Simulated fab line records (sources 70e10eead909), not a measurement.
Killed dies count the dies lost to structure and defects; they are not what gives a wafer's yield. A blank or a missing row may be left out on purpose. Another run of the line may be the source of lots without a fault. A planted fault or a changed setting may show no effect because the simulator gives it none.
fab line records	flow nand-harc
record lots=7	wafers=21	last-day=33
route steps=1302 shown P_CONTACT@228
lots with no fault: from the same line, run without faults
start-h: hours from the record's first day to the start of the lot's first wafer shown	wait-h: hours elapsed since this lot's preceding step	" repeats the value in the row above	L1.1+2: several wafers, shown together as one row	- either no value or no given start	* or withheld: withheld	< > ~ a bound
route shown NAME@n: a module of which the file shows steps, and the number in the route of the first	usual: mean/standard deviation taken from wafers without a fault	same: alike in all rows	chamber/n: place in a boat	sites: each site's reading	_std_site: the values' standard deviation	_edge_site: the outer-site mean with the inner-site mean subtracted	radius-mm: for every site, how far away it sits from the centre of the wafer	mask NAME#n: copy n	behind: the most recent tool/chamber to have shaped the wafer	hold: why the lot was held/for how many hours/how that ended	device: the n, p or np transistor that did not switch	end of line: the same wafers' tests at the end of the route	step lacking rows: just its recipe	killed: dies that structure and defects cost at the first sort, which is not the same as the wafer's yield	map: a wafer's dies, marking killed ones x, the rest . and places with no die _
set.NAME: the setting as run; set.NAME@STEP: as run at that earlier step	model.NAME: the simulator's own value behind a step, which no gauge read
a table for each step, a row for each wafer; lots at some steps of the route
services: when a tool's chamber went out of use (start-h, in hours from the record's first day, below 0 if earlier), for how many hours, and the reason
## steps
# step NHARC_P_CONTACT_EBR_08
# step NHARC_P_CONTACT_EXPOSE_09
# recipe na=1.35	target-cd-nm=90	dose-mj=81.26	mask-id=P_CA
# step NHARC_P_CONTACT_PEB_10
# recipe peb-temp-c=100	peb-time-s=65
# step NHARC_P_CONTACT_DEVELOP_11
# recipe develop-time-s=35	dev-temp-c=23
# step NHARC_P_CONTACT_CD_MEAS_12
# recipe target-cd-nm=90	landing-energy-ev=500
# usual cd-nm=90.1/0.65
lot.wafer	tool	chamber	start-h	wait-h	cd-nm
L230.2	cd-sem-02	0	128.23	-	90.4
L230.3	"	0	"	"	90.3
L230.5	"	0	"	"	89.7
L237.1	cd-sem-02	0	201.05	-	90.4
L237.4	"	0	"	"	90.6
L237.5	"	0	"	"	91.0
L242.1	cd-sem-03	0	248.88	-	89.4
L242.2	"	0	"	"	89.9
L242.4	"	0	"	"	89.7
L243.2	cd-sem-02	0	264.99	-	91.0
L243.3	"	0	"	"	90.7
L243.4	"	0	"	"	90.8
L244.3	cd-sem-03	0	266.01	-	89.8
L244.5	"	0	"	"	90.6
L244.6	"	0	"	"	89.9
L248.2	cd-sem-03	0	308.44	-	90.7
L248.5	"	0	"	"	90.8
L248.6	"	0	"	"	90.2
L251.1	cd-sem-03	0	345.67	-	90.1
L251.4	"	0	"	"	90.2
L251.5	"	0	"	"	90.9
# step NHARC_P_CONTACT_OVL_MEAS_13
# usual overlay-x-nm=0.0/1	overlay-y-nm=-0.2/0.74
lot.wafer	tool	chamber	start-h	wait-h	overlay-x-nm	overlay-y-nm
L230.2	overlay-01	-	128.31	-	0.3	-0.7
L230.3	"	-	"	"	0.6	-0.6
L230.5	"	-	"	"	0.7	-0.8
L237.1	overlay-01	-	201.14	-	0.3	-0.8
L237.4	"	-	"	"	0.2	-0.8
L237.5	"	-	"	"	0.3	-0.8
L242.1	overlay-01	-	248.97	-	0.9	-0.1
L242.2	"	-	"	"	1.6	-0.1
L242.4	"	-	"	"	1.4	-0.7
L243.2	overlay-02	-	265.08	-	-0.6	0.8
L243.3	"	-	"	"	-0.4	0.4
L243.4	"	-	"	"	-0.3	-0.1
L244.3	overlay-02	-	266.09	-	0.0	-0.9
L244.5	"	-	"	"	-0.1	0.1
L244.6	"	-	"	"	0.2	-0.5
L248.2	overlay-02	-	308.53	-	1.1	-1.0
L248.5	"	-	"	"	1.1	-1.0
L248.6	"	-	"	"	1.0	-1.3
L251.1	overlay-01	-	345.76	-	0.3	-0.9
L251.4	"	-	"	"	0.1	-0.9
L251.5	"	-	"	"	0.2	-1.7
# step NHARC_P_CONTACT_INSPECT_14
# usual raw-defect-count=4.0/2.6
lot.wafer	tool	chamber	start-h	wait-h	raw-defect-count
L230.2	defect-inspect-01	-	128.35	0.0	2
L230.3	"	-	"	"	2
L230.5	"	-	"	"	2
L237.1	defect-inspect-02	-	201.17	0.0	6
L237.4	"	-	"	"	8
L237.5	"	-	"	"	3
L242.1	defect-inspect-01	-	249.00	0.0	3
L242.2	"	-	"	"	6
L242.4	"	-	"	"	5
L243.2	defect-inspect-02	-	265.12	0.0	4
L243.3	"	-	"	"	3
L243.4	"	-	"	"	3
L244.3	defect-inspect-01	-	266.13	0.0	3
L244.5	"	-	"	"	5
L244.6	"	-	"	"	1
L248.2	defect-inspect-02	-	308.57	0.0	3
L248.5	"	-	"	"	2
L248.6	"	-	"	"	2
L251.1	defect-inspect-02	-	345.80	0.0	7
L251.4	"	-	"	"	2
L251.5	"	-	"	"	5
# step NHARC_P_CONTACT_DESCUM_17
# recipe time-s=3	o2-flow-sccm=200	ar-flow-sccm=0	bias-power-w=0	chemistry=O2
# usual drypump-motor-current-A=5.7/0.53	o2-flow-sccm=200.1/0.61	oes-product-au=1.002/0.0096	rf-vpp-V=57.7/0.88	showerhead-plenum-p-Torr=1.90/0.094	throttle-valve-pct=11.312/0.0097
lot.wafer	tool	chamber	start-h	wait-h	drypump-motor-current-A	o2-flow-sccm	oes-product-au	rf-hours-counter-h	rf-vpp-V	showerhead-plenum-p-Torr	throttle-valve-pct
L230.2	rie-diel-02	3	128.42	0.1	4.7	200.4	0.996	5.7	58.8	2.06	11.314
L230.3	"	1	"	"	6.0	199.6	1.013	5.4	57.1	2.02	11.321
L230.5	"	3	"	"	4.7	200.8	0.988	-	57.0	2.06	11.321
L237.4	rie-diel-02	2	201.24	0.1	6.3	201.0	1.001	5.6	57.2	1.82	11.328
L237.1	"	1	"	"	6.0	200.2	1.015	8.5	58.5	2.02	11.309
L237.5	"	2	"	"	6.2	200.6	0.999	-	56.9	1.82	11.323
L242.2	rie-diel-05	1	249.07	0.1	5.5	200.8	0.990	0.1	55.0	1.84	11.320
L242.1	"	2	"	"	5.8	199.9	0.989	0.1	57.1	1.82	11.296
L242.4	"	0	"	"	4.9	200.1	1.000	0.1	57.5	1.86	11.315
L243.3	rie-diel-05	0	265.18	0.1	4.8	200.5	1.006	0.6	57.5	1.86	11.306
L243.2	"	1	"	"	5.5	199.7	0.999	0.6	57.5	1.84	11.302
L243.4	"	3	"	"	5.8	199.9	0.995	0.4	57.5	1.90	11.290
L244.3	rie-diel-02	0	266.19	0.1	6.2	200.5	1.026	2.5	57.9	1.78	11.327
L244.5	"	0	"	"	6.2	200.6	1.006	-	55.5	1.78	11.310
L244.6	"	1	"	"	6.0	199.7	1.012	-	57.1	2.01	11.313
L248.2	rie-diel-02	3	308.65	0.1	4.7	200.9	1.008	3.7	58.4	2.05	11.325
L248.5	"	0	"	"	6.2	200.8	1.008	-	56.6	1.77	11.314
L248.6	"	1	"	"	6.0	200.3	1.020	-	59.3	2.01	11.324
L251.1	rie-diel-03	0	345.86	0.1	5.8	199.7	1.001	0.7	57.1	1.82	11.293
L251.4	"	3	"	"	5.9	200.9	0.999	0.9	58.7	2.06	11.321
L251.5	"	1	"	"	6.3	200.3	0.997	-	57.1	1.90	11.306
# step NHARC_P_CONTACT_ETCH_35
# recipe target-depth-a=390	over-etch-frac=0.3	time-s=65	ion-energy-ev=80	cf4-flow-sccm=150	ar-flow-sccm=0	rf-w=300	bias-w=100	chemistry=CF4
# usual bias-w=100.0/0.3	cf4-flow-sccm=150.0/0.39	drypump-motor-current-A=5.7/0.53	oes-product-au=1.002/0.0088	rf-vpp-V=151.1/1.2	showerhead-plenum-p-Torr=1.76/0.081	throttle-valve-pct=13.283/0.0088
lot.wafer	tool	chamber	start-h	wait-h	bias-w	cf4-flow-sccm	drypump-motor-current-A	oes-product-au	rf-hours-counter-h	rf-vpp-V	showerhead-plenum-p-Torr	throttle-valve-pct
L230.2	rie-diel-02	0	128.50	0.1	99.5	149.8	6.2	1.005	5.5	149.7	1.65	13.278
L230.3	"	2	"	"	100.0	150.2	6.3	1.009	2.6	151.2	1.69	13.285
L230.5	"	1	"	"	100.0	150.1	6.0	1.016	-	152.9	1.86	13.298
L237.1	rie-diel-02	1	201.33	0.1	100.2	149.7	6.0	1.017	8.5	153.1	1.86	13.281
L237.4	"	2	"	"	99.7	149.8	6.3	1.015	5.6	149.5	1.69	13.286
L237.5	"	0	"	"	100.0	149.8	6.3	1.004	-	149.8	1.65	13.300
L242.4	rie-diel-05	0	249.15	0.1	99.7	150.3	4.8	0.993	0.1	149.9	1.73	13.290
L242.2	"	1	"	"	100.1	149.6	5.5	0.996	0.1	151.7	1.71	13.274
L242.1	"	2	"	"	99.9	150.0	5.8	0.994	0.1	150.8	1.69	13.284
L243.3	rie-diel-05	3	265.27	0.1	99.8	149.7	5.8	1.002	0.4	152.2	1.76	13.293
L243.2	"	0	"	"	99.5	150.3	4.8	0.996	0.6	151.3	1.72	13.283
L243.4	"	1	"	"	99.5	149.8	5.5	0.999	0.7	150.8	1.71	13.305
L244.3	rie-diel-02	0	266.30	0.1	100.1	150.5	6.3	1.005	2.5	149.4	1.65	13.285
L244.6	"	1	"	"	100.1	150.5	6.0	1.009	-	153.0	1.86	13.277
L244.5	"	2	"	"	99.7	149.6	6.3	1.006	-	150.5	1.69	13.280
L248.2	rie-diel-02	0	308.72	0.1	100.1	149.7	6.2	0.999	3.9	150.0	1.65	13.279
L248.6	"	3	"	"	99.7	149.5	4.7	1.005	-	151.4	1.89	13.290
L248.5	"	0	"	"	100.3	149.8	6.2	1.004	-	149.3	1.65	13.262
L251.4	rie-diel-03	1	345.95	0.1	99.5	149.8	6.3	0.991	1.0	152.9	1.76	13.280
L251.1	"	3	"	"	99.8	149.4	5.9	0.986	1.0	154.1	1.90	13.281
L251.5	"	0	"	"	100.2	150.5	5.8	0.998	-	150.7	1.69	13.288
# step NHARC_P_CONTACT_ETCH_36
# recipe target-depth-a=2600	over-etch-frac=0.25	time-s=406.25	ion-energy-ev=200	n2-flow-sccm=150	h2-flow-sccm=150	ar-flow-sccm=0	rf-w=400	bias-w=150	chemistry=N2/H2
# usual bias-w=150.0/0.51	chamber-pressure-mTorr=30.000/0.028	drypump-motor-current-A=5.7/0.52	oes-product-au=1.003/0.0098	rf-vpp-V=430/3.1	showerhead-plenum-p-Torr=2.03/0.11	throttle-valve-pct=14.172/0.0097
lot.wafer	tool	chamber	start-h	wait-h	bias-w	chamber-pressure-mTorr	drypump-motor-current-A	oes-product-au	rf-hours-counter-h	rf-vpp-V	showerhead-plenum-p-Torr	throttle-valve-pct
L230.3	rie-diel-02	2	-	-	149.3	29.971	6.3	0.997	2.6	427	1.94	14.165
L230.2	"	3	"	"	149.6	29.969	4.7	0.993	5.8	436	2.20	14.163
L230.5	"	3	"	"	150.4	29.981	4.7	1.002	-	433	2.20	14.172
L237.4	rie-diel-02	0	-	-	149.2	30.029	6.2	1.000	9.0	426	1.89	14.169
L237.1	"	1	"	"	149.3	30.064	6.0	1.020	8.6	433	2.15	14.183
L237.5	"	0	"	"	149.8	30.018	6.2	1.008	-	426	1.89	14.182
L242.4	rie-diel-05	1	-	-	149.7	30.048	5.5	1.001	0.2	428	1.96	14.181
L242.2	"	2	"	"	150.0	29.988	5.8	0.998	0.2	427	1.94	14.167
L242.1	"	3	"	"	149.3	29.962	5.8	1.000	0.2	432	2.02	14.169
L243.3	rie-diel-05	1	-	-	150.6	29.994	5.5	0.998	0.7	429	1.96	14.166
L243.4	"	2	"	"	148.7	30.012	5.8	0.991	0.5	426	1.94	14.165
L243.2	"	0	"	"	149.8	29.984	4.8	0.993	0.7	428	1.98	14.142
L244.3	rie-diel-02	3	-	-	150.1	29.987	4.7	1.011	2.5	435	2.19	14.179
L244.6	"	1	"	"	149.9	29.952	6.0	1.022	-	432	2.15	14.169
L244.5	"	2	"	"	149.4	30.011	6.3	1.030	-	427	1.94	14.165
L248.2	rie-diel-02	0	-	-	149.1	29.995	6.3	1.011	4.0	426	1.89	14.164
L248.6	"	1	"	"	149.7	29.988	6.0	1.014	-	434	2.15	14.162
L248.5	"	2	"	"	150.7	29.945	6.3	1.023	-	426	1.94	14.177
L251.4	rie-diel-03	2	-	-	149.8	29.995	5.2	0.982	0.6	428	1.99	14.169
L251.1	"	3	"	"	149.7	29.958	5.9	0.985	1.0	435	2.20	14.181
L251.5	"	2	"	"	150.3	30.010	5.2	0.992	-	429	1.99	14.173
# step NHARC_P_CONTACT_ETCH_18
# recipe target-depth-a=4810	time-s=240.5	c4f8-flow-sccm=20	o2-flow-sccm=10	ar-flow-sccm=withheld	rf-w=600	bias-w=1500	chemistry=C4F8/O2/Ar
# usual bias-w=1501/4.5	chamber-pressure-mTorr=25.001/0.021	oes-product-au=0.958/0.019	rf-vpp-V=977/6.6
lot.wafer	tool	chamber	start-h	wait-h	bias-w	chamber-pressure-mTorr	oes-product-au	rf-hours-counter-h	rf-vpp-V
L230.2	rie-diel-02	3	-	-	1499	24.986	0.959	6.0	988
L230.3	"	2	"	"	1492	24.948	0.956	2.8	971
L230.5	"	3	"	"	1498	25.028	0.955	-	987
L237.4	rie-diel-02	3	-	-	1504	25.004	0.920	9.3	987
L237.1	"	0	"	"	1498	25.039	0.942	9.2	969
L237.5	"	1	"	"	1502	24.996	0.952	-	984
L242.4	rie-diel-05	0	-	-	1501	25.028	0.985	0.4	974
L242.1	"	2	"	"	1507	25.001	0.957	0.3	973
L242.2	"	3	"	"	1496	24.998	0.968	0.3	975
L243.2	rie-diel-05	0	-	-	1507	25.008	0.934	0.8	975
L243.3	"	1	"	"	1509	25.001	0.930	0.9	973
L243.4	"	2	"	"	1496	24.975	0.924	0.7	972
L244.3	rie-diel-02	3	-	-	1507	25.019	0.981	2.5	987
L244.6	"	1	"	"	1506	24.997	0.976	-	984
L244.5	"	2	"	"	1503	25.001	0.980	-	970
L248.2	rie-diel-02	3	-	-	1503	25.002	0.984	3.9	989
L248.5	"	2	"	"	1502	25.020	0.990	-	971
L248.6	"	3	"	"	1501	25.014	0.973	-	987
L251.1	rie-diel-03	0	-	-	1497	25.017	0.959	0.8	973
L251.4	"	1	"	"	1497	25.011	0.949	1.2	979
L251.5	"	0	"	"	1500	24.983	0.963	-	972
# step NHARC_P_CONTACT_STRIP_37
# recipe c4f8-flow-sccm=withheld	o2-flow-sccm=8	ar-flow-sccm=withheld	bias-w=0	chemistry=C4F8/O2/Ar
# step NHARC_P_CONTACT_ETCH_31
# recipe target-depth-a=300	time-s=85.7	ion-energy-ev=120	over-etch-frac=1	ch3f-flow-sccm=50	o2-flow-sccm=30	ar-flow-sccm=200	rf-w=500	bias-w=100	chemistry=CH3F/O2
# usual bias-w=100.00/0.28	ch3f-flow-sccm=49.99/0.16	drypump-motor-current-A=5.7/0.53	o2-flow-sccm=30.00/0.085	oes-product-au=0.980/0.014	rf-vpp-V=244.1/1.8	showerhead-plenum-p-Torr=2.44/0.12	throttle-valve-pct=20.663/0.0089
lot.wafer	tool	chamber	start-h	wait-h	bias-w	ch3f-flow-sccm	drypump-motor-current-A	o2-flow-sccm	oes-product-au	rf-hours-counter-h	rf-vpp-V	showerhead-plenum-p-Torr	throttle-valve-pct
L230.3	rie-diel-02	2	129.16	-	99.38	49.95	6.3	29.93	0.979	2.9	242.3	2.34	20.666
L230.2	"	3	"	"	100.13	50.14	4.7	29.98	0.981	6.1	246.5	2.64	20.672
L230.5	"	2	"	"	99.71	49.93	6.3	30.03	0.982	-	242.4	2.34	20.655
L237.4	rie-diel-02	0	201.98	-	99.72	50.04	6.2	30.04	0.962	9.3	241.3	2.29	20.681
L237.1	"	3	"	"	100.33	49.91	4.7	29.93	0.948	9.4	246.7	2.63	20.683
L237.5	"	0	"	"	100.15	50.19	6.3	29.84	0.962	-	242.0	2.29	20.657
L242.2	rie-diel-05	1	249.81	-	-	-	-	-	-	-	-	-	-
L242.4	"	3	"	"	-	-	-	-	-	-	-	-	-
L242.1	"	0	"	"	-	-	-	-	-	-	-	-	-
L243.4	rie-diel-05	0	265.92	-	-	-	-	-	-	-	-	-	-
L243.3	"	1	"	"	-	-	-	-	-	-	-	-	-
L243.2	"	3	"	"	-	-	-	-	-	-	-	-	-
L244.3	rie-diel-02	1	266.95	-	-	-	-	-	-	-	-	-	-
L244.5	"	3	"	"	-	-	-	-	-	-	-	-	-
L244.6	"	0	"	"	-	-	-	-	-	-	-	-	-
L248.2	rie-diel-02	2	309.39	-	100.04	49.84	6.3	30.01	0.995	4.4	241.9	2.34	20.658
L248.6	"	3	"	"	99.59	49.85	4.7	29.96	0.990	-	245.0	2.63	20.657
L248.5	"	0	"	"	100.23	50.16	6.2	30.06	0.980	-	240.8	2.29	20.679
L251.1	rie-diel-03	3	346.61	-	99.61	50.01	5.9	29.91	0.982	1.3	247.4	2.64	20.665
L251.4	"	0	"	"	100.25	50.25	5.8	29.81	0.982	0.9	242.7	2.34	20.644
L251.5	"	3	"	"	99.75	49.80	5.9	29.94	0.975	-	247.0	2.64	20.684
# step NHARC_P_CONTACT_CD_MEAS_19
# usual cd-nm=89.8/1.3
lot.wafer	tool	chamber	start-h	wait-h	cd-nm
L230.2	cd-sem-03	-	129.29	-	88.5
L230.3	"	-	"	"	89.3
L230.5	"	-	"	"	87.5
L237.1	cd-sem-02	-	202.10	-	90.8
L237.4	"	-	"	"	90.6
L237.5	"	-	"	"	90.6
L242.1	cd-sem-01	-	249.95	-	88.5
L242.2	"	-	"	"	89.6
L242.4	"	-	"	"	88.9
L243.2	cd-sem-02	-	266.05	-	88.1
L243.3	"	-	"	"	88.9
L243.4	"	-	"	"	92.0
L244.3	cd-sem-02	-	267.07	-	88.6
L244.5	"	-	"	"	90.4
L244.6	"	-	"	"	89.1
L248.2	cd-sem-03	-	309.50	-	91.6
L248.5	"	-	"	"	90.2
L248.6	"	-	"	"	90.8
L251.1	cd-sem-02	-	346.73	-	91.0
L251.4	"	-	"	"	87.7
L251.5	"	-	"	"	88.4
## services
tool	chamber	start-h	hours	kind
rie-diel-03	0	115.34	5.1	repair
rie-diel-02	0	122.22	-	clean
rie-diel-02	1	122.22	-	clean
rie-diel-02	2	122.22	-	clean
rie-diel-02	3	122.22	-	clean
rie-diel-03	1	140.05	3.4	repair
rie-diel-02	0	146.72	-	clean
rie-diel-02	1	146.72	-	clean
rie-diel-02	2	146.72	-	clean
rie-diel-02	3	146.72	-	clean
rie-diel-02	0	171.22	-	clean
rie-diel-03	2	178.51	2.2	repair
rie-diel-03	-	183.40	0.6	repair
rie-diel-02	-	216.72	9.0	pm
rie-diel-03	2	226.02	17.2	repair
rie-diel-05	-	229.62	9.0	pm
rie-diel-03	0	234.50	2.8	repair
rie-diel-02	-	238.75	1.7	repair
rie-diel-03	2	260.24	5.0	repair
rie-diel-02	0	269.53	1.5	repair
rie-diel-03	0	276.18	32.9	repair
rie-diel-03	-	281.30	9.0	pm
rie-diel-03	2	301.44	10.0	repair
rie-diel-03	3	330.80	5.6	repair
## key
first-sign step=NHARC_P_CONTACT_ETCH_31	reading=tool-record	direction=missing
effect none on later readings
met-at NHARC_P_CONTACT_ETCH_31
struck-wafers L242.1,L242.2,L242.4,L243.2,L243.3,L243.4,L244.3,L244.5,L244.6
later-rows-left-out L242.1,L242.2,L242.4,L243.2,L243.3,L243.4,L244.3,L244.5,L244.6
sort-left-out L242.1,L242.2,L242.4,L243.2,L243.3,L243.4,L244.3,L244.5,L244.6
tester-left-out L242,L243,L244
onset-between 201.98 249.81
fault kind=skipped-step-whole	tool=rie-diel-02,rie-diel-05	chamber=-	onset-h=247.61	steps=NHARC_P_CONTACT_ETCH_31	scope=struck-lots-only
# tester-left-out: of these lots the tester's yield and bins aren't shown, on N5 and GAA mostly nor the transistor test; their killed dies are dies lost to structure and defects alone, not to doping, threshold or leakage, so they don't give the yield
# sort-left-out: the simulated sort isn't trusted on such a fault, so these wafers' sort isn't shown, and their yield isn't known
# later-rows-left-out: the simulator's readings of these wafers behind a module that went badly wrong aren't trusted and aren't shown, but for the sort
